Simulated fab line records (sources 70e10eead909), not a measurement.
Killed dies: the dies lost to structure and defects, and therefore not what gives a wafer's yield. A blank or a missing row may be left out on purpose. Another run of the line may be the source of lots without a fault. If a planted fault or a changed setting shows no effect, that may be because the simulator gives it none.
A lot that was struck, set against a sound lot + flow nand-harc + 17 out of 1159 route steps
Sound: wafers L799.2, L799.3, L799.4. Struck: wafer L791.1. (L791.3, L791.5 of the same lot were not struck and are left out.) The cause comes at the end.
At each step with rows: each side's tool, then ch and its chambers, then its first start. Under that, the readings that differ: sound wafers + struck wafers + difference of the means + sigmas: that difference in standard deviations of wafers without a fault.
alike: a reading whose means differ by less than 2 such deviations, as well as words and numbers matching on both sides. not compared: withheld readings; readings where some wafer has no value; bounds like >300 that might hide an equal value; numbers whose values overlap and for which the record gives no deviation.
The two part at a step that has a row with sigmas, a row that says differs or no value, or rows on one side only. Numbers that have no deviation but don't overlap get no sigmas and don't part them. A reading missing from all wafers of one side parts the sides only when that side holds two or more wafers.

NHARC_P_M0_OVL_MEAS_10: pitch 180 nm.
  sound on overlay-01, day 10 17:12; struck on overlay-01, day 9 04:16
  alike: overlay-x-nm, overlay-y-nm
NHARC_P_M0_INSPECT_11:
  sound on defect-inspect-01, day 10 17:16; struck on defect-inspect-02, day 9 04:18
  alike: raw-defect-count
NHARC_P_M0_DESCUM_14: chemistry O2, time 3 s.
  sound on rie-diel-10 ch 0,2,3, day 10 17:19; struck on rie-diel-02 ch 1, day 9 04:22
  alike: drypump-motor-current-A, oes-product-au, rf-vpp-V, showerhead-plenum-p-Torr, throttle-valve-pct
  not compared: rf-hours-counter-h
NHARC_P_M0_ETCH_34: etches the open film in N2/H2, target depth 40 nm, overetch 12 nm, time 43.94 s.
  sound on rie-diel-10 ch 0,2,3, day 10 17:25; struck on rie-diel-02 ch 2, day 9 04:27
| reading                         | sound          | struck | difference | sigmas |
|---------------------------------|----------------|--------|------------|--------|
| showerhead-plenum-p-Torr (Torr) | 1.99 2.13 1.96 | 2.20   | +0.17      | +2     |
  alike: drypump-motor-current-A, oes-product-au, rf-vpp-V, throttle-valve-pct
  not compared: rf-hours-counter-h
then, 1 step without rows for these wafers: NHARC_P_M0_ETCH_15 (etches the open film in C4F8/Ar, target depth 150 nm, overetch 15 nm, time 82.5 s).
NHARC_P_M0_CD_MEAS_16:
  sound on cd-sem-02, day 10 17:38; struck on cd-sem-02, day 9 04:40
  alike: cd-nm
NHARC_P_M0_STRIP_18: strips in N2/H2.
  sound on rie-diel-05 ch 0,1,2, day 10 17:42; struck on rie-diel-02 ch 0, day 9 04:46
| reading                | sound             | struck | difference | sigmas |
|------------------------|-------------------|--------|------------|--------|
| oes-product-au (a.u.)  | 0.994 1.002 1.004 | 1.015  | +0.015     | +2     |
| power-w (W)            | 997 1004 1006     | 996    | -6         | -2     |
| rf-hours-counter-h (h) | 4 4 4             | 3      | -1         |        |
  alike: drypump-motor-current-A, rf-vpp-V, showerhead-plenum-p-Torr, throttle-valve-pct
then, 2 steps without rows for these wafers: NHARC_P_M0_STRIP_19 (strips in post etch residue remover, time 600 s); NHARC_P_M0_DEGAS_28 (time 60 s).
NHARC_P_M0_PRE_CLEAN_29: time 30 s.
  sound on pvd-sputter-02; struck on pvd-sputter-03
  alike: heater-power-w
NHARC_P_M0_PVD_20: deposits TaN, target thk 5 nm, time 8.06 s.
  sound on pvd-sputter-02; struck on pvd-sputter-03
| reading                | sound          | struck | difference | sigmas |
|------------------------|----------------|--------|------------|--------|
| throttle-valve-pct (%) | 29.7 30.0 29.1 | 31.4   | +1.8       | +2     |
then, 1 step without rows for these wafers: NHARC_P_M0_PVD_21 (deposits Cu, target thk 30 nm, time 20.49 s).
NHARC_P_M0_ECD_22: material Cu, target thk 400 nm.
  sound on ecd-cu-01 ch 0,1, day 10 18:40; struck on ecd-cu-02 ch 1, day 9 05:48
  alike: bath-temp-c
then, 1 step without rows for these wafers: NHARC_P_M0_ANNEAL_30 (time 90 s).
NHARC_P_M0_CMP_23: polishes, t overpolish 20 s, target thk 117.53 nm.
  sound on cmp-01 ch 1,2,3, day 10 19:23; struck on cmp-04 ch 1, day 9 06:32
| reading                | sound          | struck | difference | sigmas |
|------------------------|----------------|--------|------------|--------|
| time-to-endpoint-s (s) | 30.9 29.8 29.6 | 40.4   | +10.3      | +5     |
  alike: edge-zone-pressure-frac, motor-current-A
NHARC_P_M0_THK_MEAS_24: measures by xrf.
  sound on film-metro-01, day 10 19:40; struck on film-metro-01, day 9 06:49
  alike: thk-nm
-- record jumps: 16 days between struck wafers' starts before vs after; left off in module P_M0, resumes in module END, first step shown is number 1159 of the route --
NHARC_END_SORT_01:
  sound on prober-02 ch 0, day 26 22:29; struck on prober-01 ch 0, day 25 17:35
| reading             | sound | struck | difference | sigmas |
|---------------------|-------|--------|------------|--------|
| killed-at-periphery | 6 8 3 | 1      | -5         | -2     |
  alike: defect-limited-yield, killed-at-array, killed-at-other, killed-dies, killed-open, killed-short, sort_bin_2_pct, sort_bin_3_pct, sort_bin_4_pct, sort-n-pass, sort-rim-yield-pct, sort-yield-pct

## WHERE THEY PART
First at NHARC_P_M0_ETCH_34; last, within this record, at NHARC_END_SORT_01.

WHY: what the simulator had put in
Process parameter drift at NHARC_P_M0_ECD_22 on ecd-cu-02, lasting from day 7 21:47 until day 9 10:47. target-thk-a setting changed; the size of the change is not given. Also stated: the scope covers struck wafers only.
